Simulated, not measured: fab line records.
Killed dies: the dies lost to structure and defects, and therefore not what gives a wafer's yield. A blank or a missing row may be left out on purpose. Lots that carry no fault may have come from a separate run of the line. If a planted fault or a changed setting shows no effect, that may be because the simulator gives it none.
fab line records	flow n5-finfet
record: lots: 7	wafers: 21	last-day: 17
route steps=1938 shown GATE_CUT@501 BEOL_M4@1111
lots with no fault: from the same line, run without faults
start-h: hours from the record's opening day to when the first of the lot's shown wafers began	wait-h: how many hours have passed since the lot's step before this one	" repeats the value in the row above	L1.1+2: a single row standing in for several wafers	- value missing, or start not given	* or withheld: withheld	< > ~ a bound
route shown NAME@n: NAME is a module with steps in the file, n the number in the route of the first one	usual: mean/standard deviation taken from wafers without a fault	same: alike in all rows	chamber/n: place in a boat	sites: readings site by site	_std_site: standard deviation of those values	_edge_site: the outer-site mean with the inner-site mean subtracted	radius-mm: for every site, how far away it sits from the centre of the wafer	mask NAME#n: copy n	behind: the tool/chamber that last shaped the wafer	hold: why the lot went on hold/how many hours it stayed there/how the hold came to an end	device: the transistor (n, p or np) that didn't switch	end of line: at the end of the route, the tests of the same wafers	a step with no rows: only its recipe	killed: the dies lost at the first sort to structure and to defects; this is not the yield of the wafer	map: shows each die of a wafer: x if killed, . if not, _ if none is there
set.NAME: the setting that was run; set.NAME@STEP: the one run at that earlier step	model.NAME: the simulator's own value behind a step, which no gauge read
lots at selected steps of the route; one table per step, one row per wafer
services: a tool's chamber out of use, with start hour (start-h, from the record's first day; less than 0 if before it), hours out, and reason
== steps ==
step: N5_GATE_CUT_CUT_ETCH_54
recipe: chemistry: Cl2/BCl3	target: TiN	mask-material: SiO2	target-depth-a: 967	pressure-mtorr: 10	icp-w: 1000	bias-w: 126	Cl2_flow_sccm: 53.25	bcl3-flow-sccm: 21.75	Ar_flow_sccm: 25	ends: cleared
usual: drypump-motor-current-A: 6.0/0.49	etch-rf-on-time-s: 36.6/0.6	oes-product-au: 0.64/0.086	throttle-valve-pct: 22.39/0.27
lot.wafer	tool	chamber	start-h	wait-h	drypump-motor-current-A	etch-rf-on-time-s	oes-product-au	rf-hours-counter-h	throttle-valve-pct
L303.2	rie-metal-01	0	148.53	0.0	6.4	37.1	0.69	44	22.18
L303.3	"	1	"	"	6.5	35.8	0.55	-	22.72
L303.4	"	0	"	"	6.4	37.2	0.69	-	22.20
L304.1	rie-metal-03	0	153.65	0.0	5.6	37.0	0.64	80	22.49
L304.2	"	1	"	"	5.9	37.2	0.81	8	21.82
L304.3	"	0	"	"	5.6	37.2	0.63	-	22.51
L306.1	rie-metal-02	1	164.93	0.0	5.1	36.1	0.54	128	22.50
L306.3	"	0	"	"	6.0	37.1	0.70	-	22.24
L306.4	"	1	"	"	5.1	35.9	0.54	-	22.50
L307.3	rie-metal-02	0	167.28	0.0	6.0	36.9	0.71	-	22.23
L307.4	"	1	"	"	5.1	36.1	0.54	-	22.50
L307.5	"	0	"	"	6.0	36.9	0.70	-	22.25
L308.2	rie-metal-01	0	174.53	0.0	6.4	38.0	0.67	46	22.21
L308.4	"	1	"	"	6.6	36.4	0.55	-	22.76
L308.6	"	1	"	"	6.5	36.6	0.55	-	22.75
L312.2	rie-metal-01	1	199.06	0.0	6.5	35.5	0.55	126	22.75
L312.5	"	1	"	"	6.5	35.6	0.56	-	22.75
L312.6	"	0	"	"	6.4	37.1	0.67	-	22.18
L315.3	rie-metal-01	1	215.65	0.1	6.5	36.1	0.55	-	22.75
L315.4	"	1	"	"	6.5	36.1	0.55	-	22.75
L315.6	"	1	"	"	6.5	36.0	0.55	-	22.76
step: N5_GATE_CUT_CUT_ETCH_55
recipe: chemistry: BCl3	target: HfO2	mask-material: SiO2	target-depth-a: 32	ion-energy-ev: 30	pressure-mtorr: 5	icp-w: 450	bias-w: 18	bcl3-flow-sccm: 80
step: N5_GATE_CUT_ETCH_47
recipe: chemistry: Cl2/BCl3	target: SiO2	target-depth-a: 100	pressure-mtorr: 10	icp-w: 1000	bias-w: 126	Cl2_flow_sccm: 53.25	bcl3-flow-sccm: 21.75	Ar_flow_sccm: 25
step: N5_GATE_CUT_VAPOR_ETCH_48
recipe: chemistry: BCl3/Cl2	target: TiN	mode: isotropic
usual: drypump-motor-current-A: 6.0/0.49	oes-product-au: 0.71/0.1
lot.wafer	tool	chamber	start-h	wait-h	drypump-motor-current-A	oes-product-au
L303.2	rie-metal-01	0	148.65	0.0	6.4	0.77
L303.3	"	1	"	"	6.5	0.61
L303.4	"	0	"	"	6.4	0.77
L304.1	rie-metal-03	0	153.77	0.0	5.6	0.71
L304.2	"	1	"	"	5.9	0.92
L304.3	"	0	"	"	5.6	0.70
L306.1	rie-metal-02	1	165.05	0.0	5.1	0.58
L306.3	"	0	"	"	6.0	0.78
L306.4	"	1	"	"	5.1	0.58
L307.3	rie-metal-02	0	167.39	0.0	6.1	0.79
L307.4	"	1	"	"	5.1	0.58
L307.5	"	0	"	"	6.1	0.80
L308.2	rie-metal-01	0	174.65	0.0	6.4	0.76
L308.4	"	1	"	"	6.5	0.60
L308.6	"	1	"	"	6.5	0.60
L312.2	rie-metal-01	1	199.18	0.0	6.5	0.59
L312.5	"	1	"	"	6.5	0.61
L312.6	"	0	"	"	6.4	0.75
L315.3	rie-metal-01	1	215.87	0.1	6.5	0.60
L315.4	"	1	"	"	6.5	0.60
L315.6	"	1	"	"	6.5	0.60
step: N5_GATE_CUT_VAPOR_ETCH_49
recipe: chemistry: BCl3/Cl2	target: TiAlC	mode: isotropic
step: N5_GATE_CUT_VAPOR_ETCH_51
recipe: chemistry: BCl3/Cl2	target: HfO2	mode: isotropic
usual: drypump-motor-current-A: 6.0/0.49	oes-product-au: 0.71/0.1
lot.wafer	tool	chamber	start-h	wait-h	drypump-motor-current-A	oes-product-au
L303.2	rie-metal-01	0	148.71	0.0	6.4	0.77
L303.3	"	1	"	"	6.5	0.61
L303.4	"	0	"	"	6.4	0.76
L304.1	rie-metal-03	0	153.83	0.0	5.6	0.71
L304.2	"	1	"	"	5.9	0.91
L304.3	"	0	"	"	5.6	0.72
L306.1	rie-metal-02	1	165.11	0.0	5.2	0.59
L306.3	"	0	"	"	6.0	0.79
L306.4	"	1	"	"	5.1	0.59
L307.3	rie-metal-02	0	167.45	0.0	6.1	0.78
L307.4	"	1	"	"	5.1	0.58
L307.5	"	0	"	"	6.0	0.79
L308.2	rie-metal-01	0	174.71	0.0	6.4	0.76
L308.4	"	1	"	"	6.5	0.60
L308.6	"	1	"	"	6.5	0.61
L312.2	rie-metal-01	1	199.24	0.0	6.5	0.60
L312.5	"	1	"	"	6.5	0.61
L312.6	"	0	"	"	6.4	0.76
L315.3	rie-metal-01	1	215.99	0.1	6.5	0.60
L315.4	"	1	"	"	6.5	0.60
L315.6	"	1	"	"	6.5	0.60
step: N5_GATE_CUT_STRIP_21
recipe: chemistry: N2/H2	time-s: 30	power-w: 1000	temp-c: 250	pressure-mtorr: withheld	n2-flow-sccm: 1750	h2-flow-sccm: 3250
usual: drypump-motor-current-A: 5.60/0.3	heater-power-w: 375/22
lot.wafer	tool	chamber	start-h	wait-h	drypump-motor-current-A	heater-power-w	rf-hours-counter-h
L303.2	plasma-asher-01	1	148.76	0.0	5.10	415	51
L303.3	"	0	"	"	5.68	365	-
L303.4	"	1	"	"	5.11	409	-
L304.1	plasma-asher-02	0	153.88	0.0	5.84	377	107
L304.2	"	1	"	"	5.71	353	107
L304.3	"	1	"	"	5.72	342	-
L306.1	plasma-asher-01	1	165.17	0.0	5.13	403	55
L306.3	"	1	"	"	5.11	400	-
L306.4	"	0	"	"	5.68	360	-
L307.3	plasma-asher-02	1	167.51	0.1	5.72	344	-
L307.4	"	0	"	"	5.84	379	-
L307.5	"	1	"	"	5.72	351	-
L308.2	plasma-asher-02	0	174.76	0.0	5.89	391	111
L308.4	"	1	"	"	5.71	347	-
L308.6	"	0	"	"	5.85	375	-
L312.2	plasma-asher-02	0	199.31	0.1	5.88	377	116
L312.5	"	1	"	"	5.73	348	-
L312.6	"	0	"	"	5.89	386	-
L315.3	plasma-asher-02	0	216.07	0.1	5.88	381	-
L315.4	"	1	"	"	5.71	342	-
L315.6	"	1	"	"	5.70	351	-
step: N5_GATE_CUT_STRIP_29
recipe: chemistry: post-etch-residue-remover	time-s: 60	temp-c: 25	remover-ph: withheld	remover-water-wt-pct: withheld	remover-fluoride-wt-pct: withheld
step: N5_GATE_CUT_SRD_52
recipe: dry: ipa-marangoni	time-s: 30	temp-c: 23	rinse-liquid: diw
step: N5_GATE_CUT_ALD_22
recipe: material: SiNx	target-thk-a: 160	temp-c: 400	ald-precursor-family: SiH2I2	ald-co-reactant: N2/H2-plasma	pulse-time-s: 1	ald-cycles: 320	purge-time-s: 2	co-reactant-purge-time-s: 2	pressure-torr: 2
usual: heater-power-w: 863/93	precursor-pulse-height-rel: 0.999/0.019
lot.wafer	tool	chamber	start-h	wait-h	heater-power-w	precursor-pulse-height-rel
L303.2	ald-sin-01	3	149.04	0.1	873	1.018
L303.3	"	0	"	"	832	1.023
L303.4	"	2	"	"	701	0.975
L304.1	ald-sin-01	2	154.03	0.0	731	0.981
L304.2	"	0	"	"	864	1.033
L304.3	"	1	"	"	836	0.966
L306.1	ald-sin-01	0	165.41	0.1	835	1.028
L306.3	"	2	"	"	732	1.013
L306.4	"	3	"	"	885	1.014
L307.3	ald-sin-02	2	167.90	0.3	926	0.963
L307.4	"	1	"	"	845	1.031
L307.5	"	1	"	"	827	0.990
L308.2	ald-sin-03	0	174.92	0.0	891	0.979
L308.4	"	1	"	"	754	1.028
L308.6	"	3	"	"	757	1.004
L312.2	ald-sin-03	3	199.48	0.0	756	1.004
L312.5	"	1	"	"	743	0.991
L312.6	"	0	"	"	907	0.985
L315.3	ald-sin-03	3	216.20	0.0	764	0.996
L315.4	"	0	"	"	913	0.973
L315.6	"	1	"	"	751	1.001
step: N5_GATE_CUT_CMP_23
recipe: stop-on: SiO2	t-overpolish-s: 23.4	post-cmp-clean: alkaline-brush	down-force-psi: 2.5	platen-rpm: 51.8	pad-velocity-m-s: 1.0307	target-thk-nm: 16
step: N5_GATE_CUT_THK_MEAS_24
recipe: reads: SiO2_of_GATE_CUT_HM_DEP_46+SiO2_flowable_of_ILD0_FCVD_FILL_01
usual: GC_FILL_THK: 220.0/2.1
lot.wafer	tool	chamber	start-h	wait-h	GC_FILL_THK[nm]
L303.2	film-metro-02	-	150.83	-	216.8
L303.3	"	-	"	"	218.9
L303.4	"	-	"	"	221.1
L304.1	film-metro-01	-	155.82	-	219.3
L304.2	"	-	"	"	219.2
L304.3	"	-	"	"	218.9
L306.1	film-metro-02	-	167.19	-	221.7
L306.3	"	-	"	"	221.3
L306.4	"	-	"	"	223.7
L307.3	film-metro-02	-	169.68	-	220.6
L307.4	"	-	"	"	222.0
L307.5	"	-	"	"	220.3
L308.2	film-metro-02	-	176.71	-	221.1
L308.4	"	-	"	"	222.0
L308.6	"	-	"	"	221.3
L312.2	film-metro-02	-	201.27	-	223.0
L312.5	"	-	"	"	225.4
L312.6	"	-	"	"	224.3
L315.3	film-metro-01	-	218.00	-	220.9
L315.4	"	-	"	"	223.5
L315.6	"	-	"	"	219.0
step: N5_GATE_CUT_CMP_43
recipe: material: SiO2	post-cmp-clean: rinse-only
usual: edge-zone-pressure-frac: 0.999/0.005	motor-current-A: 11.8/1.3	retaining-ring-pressure-frac: 1.000/0.0051	slurry-flow-ml-min: 150.0/0.45
lot.wafer	tool	chamber	start-h	wait-h	edge-zone-pressure-frac	motor-current-A	retaining-ring-pressure-frac	slurry-flow-ml-min	model.SiO2_of_GATE_CUT_HM_DEP_46.thk-nm	model.SiNx_of_GATE_CUT_ALD_22.thk-nm
L303.4	cmp-02	3	150.86	0.0	1.004	12.3	0.998	150.0	5	3.2
L303.3	"	0	"	"	0.993	12.1	0.994	149.6	5	4
L303.2	"	1	"	"	1.003	13.4	1.006	150.3	4.8	5.2
L304.2	cmp-02	3	155.85	0.0	0.997	12.1	1.000	149.3	5	3.4
L304.1	"	1	"	"	1.003	14.0	0.995	149.8	5	4.8
L304.3	"	2	"	"	0.998	11.6	1.006	150.0	5	2
L306.3	cmp-02	2	167.22	0.0	-	-	-	-	104.8	16
L306.1	"	3	"	"	-	-	-	-	104.4	16
L306.4	"	1	"	"	-	-	-	-	108	16
L307.3	cmp-01	1	169.88	0.2	-	-	-	-	103.6	15.8
L307.4	"	3	"	"	-	-	-	-	105.2	16
L307.5	"	0	"	"	-	-	-	-	105.4	16
L308.4	cmp-02	2	176.90	0.2	-	-	-	-	104.8	16
L308.2	"	3	"	"	-	-	-	-	104.8	16
L308.6	"	1	"	"	-	-	-	-	104.2	16
L312.2	cmp-01	0	201.31	0.0	0.994	11.2	1.004	149.7	5	6.4
L312.6	"	0	"	"	0.996	11.2	1.000	150.2	5.2	6
L312.5	"	1	"	"	0.992	12.4	0.998	150.3	5.2	6.4
L315.4	cmp-04	0	218.02	0.0	0.993	10.6	0.998	149.9	5	6
L315.3	"	3	"	"	0.997	12.4	1.004	149.9	5	6.2
L315.6	"	1	"	"	1.004	11.1	0.997	149.6	5	7
step: N5_GATE_CUT_CMP_61
recipe: stop-on: SiNx	t-overpolish-s: 3	post-cmp-clean: alkaline-brush	down-force-psi: 4	platen-rpm: 27.09	pad-velocity-m-s: 0.539
step: N5_BEOL_M4_RC_MEAS_101
usual: DIBL_N: 37.1/1.9	DIBL_P: 37.2/2.3	IOFF_N: 0.18/0.04	IOFF_P: 0.23/0.044	ION_N: 682/11	ION_P: 468/8.6	SS_N: 71.9/0.68	SS_P: 73.5/0.74	VT_N: 248/3.4	VT_P: -248/3.4
lot.wafer	tool	chamber	start-h	wait-h	DIBL_N[mV/V]	DIBL_P[mV/V]	IOFF_N[nA/um]	IOFF_P[nA/um]	ION_N[uA/um]	ION_P[uA/um]	SS_N[mV/dec]	SS_P[mV/dec]	VT_N[mV]	VT_P[mV]
L303.2	prober-01	0	226.36	0.2	34.4	36.7	0.15	0.18	683	470	71.2	73.1	252	-253
L303.3	"	0	"	"	35.2	36.9	0.14	0.18	675	462	71.4	72.7	253	-254
L303.4	"	0	"	"	35.6	38.5	0.16	0.20	686	469	71.0	74.2	249	-252
L304.1	prober-02	0	234.82	0.0	38.1	40.6	0.19	0.26	701	486	71.8	73.6	249	-247
L304.2	"	0	"	"	39.0	40.5	0.20	0.26	689	473	72.0	74.4	246	-249
L304.3	"	0	"	"	38.6	40.7	0.20	0.27	700	483	72.8	74.3	245	-247
L312.2	prober-01	0	276.37	0.2	37.3	36.2	0.18	0.19	671	449	72.3	73.6	248	-254
L312.5	"	0	"	"	37.9	37.8	0.19	0.21	674	458	71.9	73.8	248	-254
L312.6	"	0	"	"	36.8	35.0	0.16	0.18	662	448	72.9	73.7	251	-254
L315.3	prober-01	0	295.12	0.3	34.1	35.1	0.15	0.22	681	469	71.5	73.1	248	-245
L315.4	"	0	"	"	37.2	37.9	0.20	0.26	678	460	73.0	73.6	248	-246
L315.6	"	0	"	"	35.9	37.0	0.18	0.25	687	474	71.4	73.4	249	-245
== services ==
tool	chamber	start-h	hours	kind
cmp-01	-	135.13	4.9	pm
cmp-01	-	148.55	0.2	repair
ald-sin-01	0	155.56	9.1	repair
cmp-04	-	158.74	3.8	repair
ald-sin-01	-	176.91	14.0	pm
ald-sin-01	0	176.91	14.0	vent-cycle
ald-sin-01	1	176.91	14.0	vent-cycle
ald-sin-01	2	176.91	14.0	vent-cycle
ald-sin-01	3	176.91	14.0	vent-cycle
cmp-02	-	178.01	4.0	pm
cmp-02	-	182.01	-	consumable-replace:conditioner
cmp-02	-	182.01	-	consumable-replace:pad
ald-sin-03	-	183.57	6.1	pm
plasma-asher-02	-	184.82	2.1	repair
ald-sin-01	0	190.91	-	clean
ald-sin-01	1	190.91	-	clean
ald-sin-01	2	190.91	-	clean
rie-metal-02	1	208.28	-	clean
rie-metal-02	1	208.28	27.7	scheduled-down
rie-metal-02	1	208.28	27.7	vent-cycle
cmp-02	-	210.96	1.2	repair
ald-sin-01	0	211.20	20.1	repair
cmp-01	-	211.87	4.0	pm
rie-metal-01	0	214.85	8.2	repair
== key ==
first-sign: step: N5_GATE_CUT_CMP_43	reading: tool-record	direction: missing
effect none on later readings
model-effect: step: N5_GATE_CUT_CMP_43	value: SiO2_of_GATE_CUT_HM_DEP_46.thk-nm	without: 5.022	struck: 105
met-at N5_GATE_CUT_CMP_43
struck-wafers L306.1,L306.3,L306.4,L307.3,L307.4,L307.5,L308.2,L308.4,L308.6
later-rows-left-out L306.1,L306.3,L306.4,L307.3,L307.4,L307.5,L308.2,L308.4,L308.6
sort-left-out L306.1,L306.3,L306.4,L307.3,L307.4,L307.5,L308.2,L308.4,L308.6
tester-left-out L306,L307,L308
onset-between 155.85 167.22
fault: kind: skipped-step-whole	tool: cmp-01,cmp-02	chamber: -	onset-h: 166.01	steps: N5_GATE_CUT_CMP_43	scope: struck-lots-only
tester-left-out: of these lots the tester's yield and bins aren't shown, on N5 and GAA mostly nor the transistor test; their killed dies are dies lost to structure and defects alone, not to doping, threshold or leakage, so they don't give the yield
sort-left-out: the simulated sort isn't trusted on such a fault, so these wafers' sort isn't shown, and their yield isn't known
later-rows-left-out: the simulator's readings of these wafers behind a module that went badly wrong aren't trusted and aren't shown, but for the sort
